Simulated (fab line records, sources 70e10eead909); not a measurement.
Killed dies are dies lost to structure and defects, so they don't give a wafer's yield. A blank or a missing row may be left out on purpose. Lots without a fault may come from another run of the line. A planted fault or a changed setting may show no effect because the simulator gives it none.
Chamber matching | flow nand_harc | NHARC_A_CHANNEL_FILL_D2_ALD_02 on ald_hk-02: 4 sister chambers
The step deposits SiO2, target thk 6 nm, pulse time 10 s, ald cycles 60. 8 wafers are shown with their chamber, then 12 later ones without.

WAFERS WITH THEIR CHAMBER
wafer  | chamber | heater_power_w (W) | precursor_pulse_height_rel
L087.2 | 1       | 503                | 0.989
L087.4 | 2       | 433                | 1.008
L088.2 | 1       | 502                | 1.020
L088.3 | 2       | 423                | 1.017
L088.4 | 3       | 377                | 0.971
L089.1 | 3       | 379                | 1.028
L089.2 | 0       | 440                | 1.005
L089.5 | 0       | 429                | 0.999

WAFERS WITHOUT THEIR CHAMBER
wafer  | heater_power_w (W) | precursor_pulse_height_rel
L089.3 | 418                | 0.997
L089.4 | 494                | 1.010
L089.6 | 507                | 1.000
L090.4 | 416                | 0.981
L090.5 | 388                | 1.032
L090.6 | 422                | 0.965
L093.2 | 509                | 0.994
L093.4 | 369                | 1.010
L093.5 | 431                | 1.028
L096.1 | 362                | 1.021
L096.3 | 420                | 0.995
L096.6 | 426                | 0.999

WHICH CHAMBER EACH WENT THROUGH
wafer  | from the rows above     | in truth
L089.3 | can't be placed: 2 or 0 | 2
L089.4 | 1                       | 1
L089.6 | 1                       | 1
L090.4 | can't be placed: 2 or 0 | 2
L090.5 | 3                       | 3
L090.6 | can't be placed: 2 or 0 | 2
L093.2 | 1                       | 1
L093.4 | 3                       | 3
L093.5 | can't be placed: 2 or 0 | 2
L096.1 | 3                       | 3
L096.3 | can't be placed: 2 or 0 | 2
L096.6 | can't be placed: 2 or 0 | 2
Placed correctly: 6 of 12. Can't be placed from these rows: 6 (the true chamber is among the candidates in 6). Placed wrongly: 0.
How it was worked out, from the rows above alone: a wafer's distance from a chamber is the root of the sum, over the readings, of the square of ((its reading less the chamber's mean) divided by the reading's scatter). The wafer belongs to the nearest chamber; if the next one is less than 2 further off, it can't be placed. A chamber's mean is the mean of its shown wafers. The scatter: the root of (the sum of the squares of (reading less its chamber's mean) over the shown wafers, divided by (wafers less chambers)).
